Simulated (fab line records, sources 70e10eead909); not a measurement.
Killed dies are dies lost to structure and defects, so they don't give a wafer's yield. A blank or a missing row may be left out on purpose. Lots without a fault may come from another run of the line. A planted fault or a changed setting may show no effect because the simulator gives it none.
A struck lot beside a sound one | flow nand_harc | 15 steps out of a route of 1159
Sound: wafers L473.2, L473.3, L473.6. Struck: wafers L463.2, L463.4, L463.5. The cause comes at the end.
At each step with rows: each side's tool, then ch and its chambers, then its first start. Under that, the readings that differ: sound wafers | struck wafers | difference of the means | sigmas: that difference in standard deviations of wafers without a fault.
alike: readings whose means differ by less than 2 such deviations, and words and numbers that are the same on both sides. not compared: withheld readings, readings that some wafer has no value for, bounds like >300 that may hide the same value, and numbers for which the record gives no deviation and whose values overlap.
The two part at a step that has a row with sigmas, a row that says differs or no value, or rows on one side only. Numbers that don't overlap but have no deviation are shown without sigmas and don't part them. A reading that every wafer of one side lacks parts them only if that side has two wafers or more.

first, 2 steps without rows for these wafers: NHARC_A_CONTACT_ETCH_111 (etches the open film in C4F8/O2/Ar, time 140 s, target depth 700 nm); NHARC_A_CONTACT_ETCH_112 (etches the open film in C4F8/O2/Ar, time 94 s, target depth 922 nm).
NHARC_A_CONTACT_ETCH_113: etches the open film in C4F8/O2/Ar, time 94 s, target depth 922 nm.
  sound on har_cap_etch-01 ch 0, day 20 20:36; struck on har_cap_etch-01 ch 0,1, day 18 03:25
  alike: chamber_pressure_mTorr, oes_air_line_au
  not compared: rf_hours_counter_h
then, 3 steps without rows for these wafers: NHARC_A_CONTACT_ETCH_114 (etches the open film in C4F8/O2/Ar, time 94 s, target depth 922 nm); NHARC_A_CONTACT_ETCH_115 (etches the open film in C4F8/O2/Ar, time 94 s, target depth 922 nm); NHARC_A_CONTACT_ETCH_116 (etches the open film in C4F8/O2/Ar, time 94 s, target depth 922 nm).
NHARC_A_CONTACT_ETCH_117: etches the open film in C4F8/O2/Ar, time 94 s, target depth 922 nm.
  sound on har_cap_etch-01 ch 0, day 20 20:58; struck on har_cap_etch-01 ch 0,1, day 18 03:46
  reading                        | sound                | struck               | difference | sigmas
  chamber_pressure_mTorr (mTorr) | 20.015 20.029 19.978 | 19.775 20.008 19.957 | -0.094     | -4
  alike: oes_air_line_au
  not compared: rf_hours_counter_h
NHARC_A_CONTACT_ETCH_118: etches the open film in C4F8/O2/Ar, time 94 s, target depth 922 nm.
  sound on har_cap_etch-01 ch 0, day 20 21:04; struck on har_cap_etch-01 ch 0,1, day 18 03:52
  alike: chamber_pressure_mTorr, oes_air_line_au
  not compared: rf_hours_counter_h
then, 1 step without rows for these wafers: NHARC_A_CONTACT_ETCH_119 (etches the open film in C4F8/O2/Ar, time 94 s, target depth 922 nm).
NHARC_A_CONTACT_ETCH_120: etches the open film in C4F8/O2/Ar, time 94 s, target depth 922 nm.
  sound on har_cap_etch-01 ch 0, day 20 21:14; struck on har_cap_etch-01 ch 0,1, day 18 04:02
  alike: chamber_pressure_mTorr, oes_air_line_au
  not compared: rf_hours_counter_h
NHARC_A_CONTACT_ETCH_121: etches the open film in C4F8/O2/Ar, time 94 s, target depth 922 nm.
  sound on har_cap_etch-01 ch 0, day 20 21:20; struck on har_cap_etch-01 ch 0,1, day 18 04:08
  alike: chamber_pressure_mTorr, oes_air_line_au
  not compared: rf_hours_counter_h
then, 1 step without rows for these wafers: NHARC_A_CONTACT_ETCH_122 (etches the open film in C4F8/O2/Ar, time 95 s, target depth 930 nm).
NHARC_A_CONTACT_ETCH_123: etches the open film in C4F8/O2/Ar, time 253 s, target depth 1090 nm.
  sound on har_cap_etch-01 ch 0, day 20 21:33; struck on har_cap_etch-01 ch 0,1, day 18 04:19
  no value came back on the struck wafers for chamber_pressure_mTorr (mTorr), oes_air_line_au (a.u.), time_s (s); on the sound wafers chamber_pressure_mTorr (mTorr) reads 20.001 19.988 19.997
  not compared: rf_hours_counter_h
then, 1 step without rows for these wafers: NHARC_A_CONTACT_ETCH_90 (etches the open film in CH3F/O2, target depth 40 nm, time 85.7 s).
-- the record jumps here: 3 days lie between the struck wafers' starts before and after (it left off in module A_CONTACT and takes up again in module END, whose first step shown is number 1159 of the route) --
NHARC_END_SORT_01:
  sound on prober-02 ch 0, day 23 19:36; struck on prober-02 ch 0, day 21 04:10
  reading         | sound | struck      | difference | sigmas
  killed_at_array | 31 26 | 677 676 677 | +648       | +74
  killed_dies     | 36 28 | 677 677 677 | +645       | +73
  alike: killed_at_other, killed_at_periphery, killed_open, killed_short

WHERE THEY PART
First at NHARC_A_CONTACT_ETCH_117; last, within this record, at NHARC_END_SORT_01.

WHY: what the simulator had put in
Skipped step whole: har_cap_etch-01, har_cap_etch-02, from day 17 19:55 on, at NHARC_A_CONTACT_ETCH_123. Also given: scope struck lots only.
